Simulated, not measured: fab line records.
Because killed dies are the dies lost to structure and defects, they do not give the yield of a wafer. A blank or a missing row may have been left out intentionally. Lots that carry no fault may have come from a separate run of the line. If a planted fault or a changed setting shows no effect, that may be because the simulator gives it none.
Split-lot experiment ; flow n5Finfet ; 7 lots, 39 wafers read, on a route of 1938 steps

== THE SPLIT ==
At N5_BEOL_M15_SPUTTER_44 (material Ta, target thk 15 nm, time 24.19 s), the setting targetThkA was moved away from the recipe's 150 angstrom on 15 of the 39 wafers read, by -46.1% to +36.8%. The other wafers ran this setting at the recipe's value.

== FROM THE SPLIT TO THE READING: what the file shows between them, 3 steps ==
- N5_BEOL_M15_SPUTTER_45: material Cu, target thk 100 nm, time 16.67 s
- N5_BEOL_M15_ECD_47: material Cu, target thk 1860 nm
- N5_BEOL_M15_ANNEAL_48: time 90 s

== THE READING ==
barrierFieldEndpointS, in s, at N5_BEOL_M15_CMP_49 (polishes, stops on SiO2, t overpolish 4.9 s, target thk 850 nm). Fault-free wafers of this fab line usually give 11.31 s, standard deviation 0.26 s.

wafer;tool, chamber at the split;targetThkA as run, angstrom;against the recipe;barrierFieldEndpointS, s;against lot-mates on the recipe
L078.2;pvdSputter-02, -;205.2;+36.8%;13.40;+2.13
L078.1;pvdSputter-02, -;150;recipe;11.20;-
L078.4;pvdSputter-02, -;205.2;+36.8%;13.41;+2.14
L078.3;pvdSputter-02, -;150;recipe;11.28;-
L078.5;pvdSputter-02, -;150;recipe;11.34;-
L078.6;pvdSputter-02, -;205.2;+36.8%;13.46;+2.19
L079.1;pvdSputter-01, -;150;recipe;11.16;-
L079.2;pvdSputter-01, -;101.7;-32.2%;9.32;-1.97
L079.4;pvdSputter-01, -;150;recipe;11.36;-
L079.3;pvdSputter-01, -;150;recipe;11.35;-
L079.5;pvdSputter-01, -;101.7;-32.2%;9.51;-1.78
L079.6;pvdSputter-01, -;101.7;-32.2%;9.40;-1.89
L083.2;pvdSputter-01, -;150;recipe;11.61;-
L083.4;pvdSputter-01, -;150;recipe;11.74;-
L083.1;pvdSputter-01, -;150;recipe;11.61;-
L083.3;pvdSputter-01, -;150;recipe;11.55;-
L083.5;pvdSputter-01, -;150;recipe;11.58;-
L083.6;pvdSputter-01, -;150;recipe;11.64;-
L082.3;pvdSputter-01, -;150;recipe;11.35;-
L082.2;pvdSputter-01, -;150;recipe;11.40;-
L082.4;pvdSputter-01, -;185.3;+23.5%;12.77;+1.38
L082.1;pvdSputter-01, -;185.3;+23.5%;12.26;+0.87
L082.5;pvdSputter-01, -;150;recipe;11.42;-
L082.6;pvdSputter-01, -;185.3;+23.5%;12.69;+1.30
L087.3;pvdSputter-01, -;150;recipe;11.26;-
L087.5;pvdSputter-01, -;150;recipe;11.41;-
L087.6;pvdSputter-01, -;150;recipe;11.62;-
L094.1;pvdSputter-03, -;150;recipe;10.84;-
L094.2;pvdSputter-03, -;80.8;-46.1%;8.65;-2.36
L094.4;pvdSputter-03, -;80.8;-46.1%;8.60;-2.41
L094.3;pvdSputter-03, -;150;recipe;11.16;-
L094.5;pvdSputter-03, -;150;recipe;11.04;-
L094.6;pvdSputter-03, -;80.8;-46.1%;8.80;-2.21
L093.2;pvdSputter-02, -;113.2;-24.5%;9.65;-1.52
L093.4;pvdSputter-02, -;150;recipe;11.03;-
L093.1;pvdSputter-02, -;150;recipe;10.97;-
L093.3;pvdSputter-02, -;150;recipe;11.52;-
L093.5;pvdSputter-02, -;113.2;-24.5%;9.72;-1.45
L093.6;pvdSputter-02, -;113.2;-24.5%;9.72;-1.45

FIT RESULTS
A straight line over all 39 wafers: barrierFieldEndpointS changes by +0.0581 s for each +1% of targetThkA; r = +0.99; the points scatter about the line by 0.21 s.
The same after taking each lot's own level away (the mean of its wafers on the recipe; 39 wafers): +0.0548 s for each +1%; r = +0.99; scatter 0.15 s.
That fit puts the effect of the largest move of targetThkA on the reading at 2.5 s.
Measured against the standard deviation above, the lots' own levels, which go from 11.013 to 11.622 s, span 2.3 times it.
Consequently the slope shifts little with the lot-to-lot level, the two slopes agreeing.
Check: with one of the wafers moved furthest among these (-46.1%) left out of the fit, the line predicts -2.56 s for it against its lot-mates. It came out at -2.36 s against them.

== THE WHOLE CHAIN: every reading that the file lists as answering this split, in the file's order ==
step;what it does;reading;change (the file's fit);r (the file's)
N5_BEOL_M15_SPUTTER_44;material Ta, target thk 15 nm, time 24.19 s;Ta_of_BEOL_M15_SPUTTER_44.thkNm (the simulator's own value, which no gauge read);+0.149 nm for each +1% of the setting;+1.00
N5_BEOL_M15_CMP_49;polishes, stops on SiO2, t overpolish 4.9 s, target thk 850 nm;barrierFieldEndpointS;+0.0548 s for each +1% of the setting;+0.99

== FILE'S OWN FIT ==
barrierFieldEndpointS changes by +0.0548 s for each +1% of targetThkA, r = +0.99.
